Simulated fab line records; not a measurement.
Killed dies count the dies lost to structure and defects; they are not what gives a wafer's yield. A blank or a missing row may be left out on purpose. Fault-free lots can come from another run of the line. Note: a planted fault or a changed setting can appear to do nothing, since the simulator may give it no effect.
Matching of chambers || flow n5Finfet || N5_SD_EPI_P_ETCH_36 on rieDiel-02 has 4 sister chambers
The step etches SiARC in CF4, target depth 45.5 nm, time 75.8 s. 20 wafers are shown with their chamber, then 10 later ones without.

== WAFERS, EACH WITH ITS CHAMBER ==
{"wafer": "L076.2", "chamber": 1, "showerheadPlenumPTorr (Torr)": 2.22, "drypumpMotorCurrentA (A)": 5.1, "etchRfOnTimeS (s)": 74.6}
{"wafer": "L076.3", "chamber": 2, "showerheadPlenumPTorr (Torr)": 2.06, "drypumpMotorCurrentA (A)": 6.4, "etchRfOnTimeS (s)": 73.3}
{"wafer": "L076.4", "chamber": 3, "showerheadPlenumPTorr (Torr)": 2.15, "drypumpMotorCurrentA (A)": 6.5, "etchRfOnTimeS (s)": 81.5}
{"wafer": "L081.2", "chamber": 0, "showerheadPlenumPTorr (Torr)": 2.20, "drypumpMotorCurrentA (A)": 6.4, "etchRfOnTimeS (s)": 71.8}
{"wafer": "L081.3", "chamber": 3, "showerheadPlenumPTorr (Torr)": 2.14, "drypumpMotorCurrentA (A)": 6.5, "etchRfOnTimeS (s)": 80.6}
{"wafer": "L081.6", "chamber": 3, "showerheadPlenumPTorr (Torr)": 2.14, "drypumpMotorCurrentA (A)": 6.5, "etchRfOnTimeS (s)": 80.7}
{"wafer": "L082.1", "chamber": 1, "showerheadPlenumPTorr (Torr)": 2.21, "drypumpMotorCurrentA (A)": 5.1, "etchRfOnTimeS (s)": 74.0}
{"wafer": "L082.4", "chamber": 2, "showerheadPlenumPTorr (Torr)": 2.05, "drypumpMotorCurrentA (A)": 6.3, "etchRfOnTimeS (s)": 74.0}
{"wafer": "L082.5", "chamber": 0, "showerheadPlenumPTorr (Torr)": 2.20, "drypumpMotorCurrentA (A)": 6.5, "etchRfOnTimeS (s)": 71.5}
{"wafer": "L083.3", "chamber": 0, "showerheadPlenumPTorr (Torr)": 2.20, "drypumpMotorCurrentA (A)": 6.4, "etchRfOnTimeS (s)": 70.7}
{"wafer": "L083.5", "chamber": 2, "showerheadPlenumPTorr (Torr)": 2.05, "drypumpMotorCurrentA (A)": 6.3, "etchRfOnTimeS (s)": 73.9}
{"wafer": "L083.6", "chamber": 1, "showerheadPlenumPTorr (Torr)": 2.21, "drypumpMotorCurrentA (A)": 5.1, "etchRfOnTimeS (s)": 74.9}
{"wafer": "L085.1", "chamber": 3, "showerheadPlenumPTorr (Torr)": 2.14, "drypumpMotorCurrentA (A)": 6.4, "etchRfOnTimeS (s)": 81.0}
{"wafer": "L085.3", "chamber": 2, "showerheadPlenumPTorr (Torr)": 2.05, "drypumpMotorCurrentA (A)": 6.3, "etchRfOnTimeS (s)": 74.4}
{"wafer": "L085.5", "chamber": 2, "showerheadPlenumPTorr (Torr)": 2.05, "drypumpMotorCurrentA (A)": 6.3, "etchRfOnTimeS (s)": 74.5}
{"wafer": "L086.1", "chamber": 2, "showerheadPlenumPTorr (Torr)": 2.05, "drypumpMotorCurrentA (A)": 6.3, "etchRfOnTimeS (s)": 73.7}
{"wafer": "L086.2", "chamber": 1, "showerheadPlenumPTorr (Torr)": 2.21, "drypumpMotorCurrentA (A)": 5.1, "etchRfOnTimeS (s)": 74.4}
{"wafer": "L086.6", "chamber": 0, "showerheadPlenumPTorr (Torr)": 2.20, "drypumpMotorCurrentA (A)": 6.4, "etchRfOnTimeS (s)": 71.0}
{"wafer": "L087.1", "chamber": 1, "showerheadPlenumPTorr (Torr)": 2.21, "drypumpMotorCurrentA (A)": 5.1, "etchRfOnTimeS (s)": 74.9}
{"wafer": "L087.5", "chamber": 1, "showerheadPlenumPTorr (Torr)": 2.21, "drypumpMotorCurrentA (A)": 5.0, "etchRfOnTimeS (s)": 75.0}

SIGNATURES (averages over the wafers above)
{"reading": "showerheadPlenumPTorr", "chamber 0": 2.2000, "chamber 1": 2.2117, "chamber 2": 2.0517, "chamber 3": 2.1425, "scatter within a chamber": 0.00389}
{"reading": "drypumpMotorCurrentA", "chamber 0": 6.425, "chamber 1": 5.083, "chamber 2": 6.317, "chamber 3": 6.475, "scatter within a chamber": 0.0445}
{"reading": "etchRfOnTimeS", "chamber 0": 71.250, "chamber 1": 74.633, "chamber 2": 73.967, "chamber 3": 80.950, "scatter within a chamber": 0.429}
Rule: a wafer's distance from a chamber is the root of the sum, over the readings, of the square of ((its reading less the chamber's mean) divided by the reading's scatter). If the next closest chamber is less than 2 further off than the closest, the wafer can't be placed; otherwise it belongs to the closest. The scatter: take each reading less its chamber's mean, square it, sum over the shown wafers, divide by the number of wafers less the number of chambers, and take the root.

== WAFERS WITHOUT THEIR CHAMBER ==
{"wafer": "L087.6", "showerheadPlenumPTorr (Torr)": 2.14, "drypumpMotorCurrentA (A)": 6.5, "etchRfOnTimeS (s)": 80.1}
{"wafer": "L092.1", "showerheadPlenumPTorr (Torr)": 2.20, "drypumpMotorCurrentA (A)": 6.4, "etchRfOnTimeS (s)": 70.0}
{"wafer": "L092.4", "showerheadPlenumPTorr (Torr)": 2.21, "drypumpMotorCurrentA (A)": 5.1, "etchRfOnTimeS (s)": 74.2}
{"wafer": "L092.6", "showerheadPlenumPTorr (Torr)": 2.21, "drypumpMotorCurrentA (A)": 5.1, "etchRfOnTimeS (s)": 74.6}
{"wafer": "L096.1", "showerheadPlenumPTorr (Torr)": 2.21, "drypumpMotorCurrentA (A)": 5.1, "etchRfOnTimeS (s)": 74.9}
{"wafer": "L096.2", "showerheadPlenumPTorr (Torr)": 2.19, "drypumpMotorCurrentA (A)": 6.4, "etchRfOnTimeS (s)": 69.6}
{"wafer": "L096.4", "showerheadPlenumPTorr (Torr)": 2.13, "drypumpMotorCurrentA (A)": 6.5, "etchRfOnTimeS (s)": 81.6}
{"wafer": "L097.3", "showerheadPlenumPTorr (Torr)": 2.04, "drypumpMotorCurrentA (A)": 6.3, "etchRfOnTimeS (s)": 73.9}
{"wafer": "L097.4", "showerheadPlenumPTorr (Torr)": 2.20, "drypumpMotorCurrentA (A)": 5.1, "etchRfOnTimeS (s)": 74.8}
{"wafer": "L097.6", "showerheadPlenumPTorr (Torr)": 2.13, "drypumpMotorCurrentA (A)": 6.4, "etchRfOnTimeS (s)": 82.1}

== WHICH CHAMBER EACH ONE RAN IN ==
{"wafer": "L087.6", "from the rows above": 3, "in truth": 3}
{"wafer": "L092.1", "from the rows above": 0, "in truth": 0}
{"wafer": "L092.4", "from the rows above": 1, "in truth": 1}
{"wafer": "L092.6", "from the rows above": 1, "in truth": 1}
{"wafer": "L096.1", "from the rows above": 1, "in truth": 1}
{"wafer": "L096.2", "from the rows above": 0, "in truth": 0}
{"wafer": "L096.4", "from the rows above": 3, "in truth": 3}
{"wafer": "L097.3", "from the rows above": 2, "in truth": 2}
{"wafer": "L097.4", "from the rows above": 1, "in truth": 1}
{"wafer": "L097.6", "from the rows above": 3, "in truth": 3}
Correctly placed: 10 of 10. Left unplaced by these rows: 0. Wrongly placed: 0.
